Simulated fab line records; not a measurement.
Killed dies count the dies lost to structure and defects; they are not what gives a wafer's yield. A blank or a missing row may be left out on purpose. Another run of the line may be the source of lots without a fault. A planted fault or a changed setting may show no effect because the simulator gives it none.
Chamber matching / flow n5-finfet / N5_HKMG_FIN_CVD_62 on thermal-cvd-si-02: 3 sister chambers
The step deposits a-Si from Si2H6, target thk 3 nm, time 20.8 s. 6 wafers are shown with their chamber, then 12 later ones without.

== EACH WAFER AND ITS CHAMBER ==
wafer=L089.4; chamber=0; heater-power-w (W)=1516
wafer=L091.1; chamber=2; heater-power-w (W)=1552
wafer=L091.6; chamber=0; heater-power-w (W)=1486
wafer=L093.1; chamber=1; heater-power-w (W)=1506
wafer=L093.2; chamber=2; heater-power-w (W)=1587
wafer=L093.5; chamber=1; heater-power-w (W)=1550

== WAFERS MISSING THEIR CHAMBER ==
wafer=L095.1; heater-power-w (W)=1502
wafer=L095.2; heater-power-w (W)=1536
wafer=L095.3; heater-power-w (W)=1538
wafer=L095.4; heater-power-w (W)=1535
wafer=L095.5; heater-power-w (W)=1509
wafer=L095.6; heater-power-w (W)=1539
wafer=L097.1; heater-power-w (W)=1525
wafer=L097.2; heater-power-w (W)=1512
wafer=L097.3; heater-power-w (W)=1505
wafer=L097.4; heater-power-w (W)=1534
wafer=L097.5; heater-power-w (W)=1563
wafer=L097.6; heater-power-w (W)=1497

== WHICH CHAMBER EACH WENT THROUGH ==
wafer=L095.1; from the rows above=can't be placed: 0 or 1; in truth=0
wafer=L095.2; from the rows above=can't be placed: 1 or 2 or 0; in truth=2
wafer=L095.3; from the rows above=can't be placed: 1 or 2 or 0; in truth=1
wafer=L095.4; from the rows above=can't be placed: 1 or 0 or 2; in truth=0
wafer=L095.5; from the rows above=can't be placed: 0 or 1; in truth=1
wafer=L095.6; from the rows above=can't be placed: 1 or 2 or 0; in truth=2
wafer=L097.1; from the rows above=can't be placed: 1 or 0 or 2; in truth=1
wafer=L097.2; from the rows above=can't be placed: 0 or 1 or 2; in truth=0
wafer=L097.3; from the rows above=can't be placed: 0 or 1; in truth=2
wafer=L097.4; from the rows above=can't be placed: 1 or 0 or 2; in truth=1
wafer=L097.5; from the rows above=can't be placed: 2 or 1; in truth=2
wafer=L097.6; from the rows above=can't be placed: 0 or 1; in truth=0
Placed correctly: 0 of 12. Unplaceable from these rows: 12, with the true chamber sitting among the candidates in 11. Number placed wrongly: 0.
How it was worked out, from the rows above alone: a wafer's distance from a chamber is the root of the sum, over the readings, of the square of ((its reading less the chamber's mean) divided by the reading's scatter). The wafer belongs to the nearest chamber; if the next one is less than 2 further off, it can't be placed. The mean given for a chamber averages the wafers shown for that chamber. The scatter: the root of (the sum of the squares of (reading less its chamber's mean) over the shown wafers, divided by (wafers less chambers)).
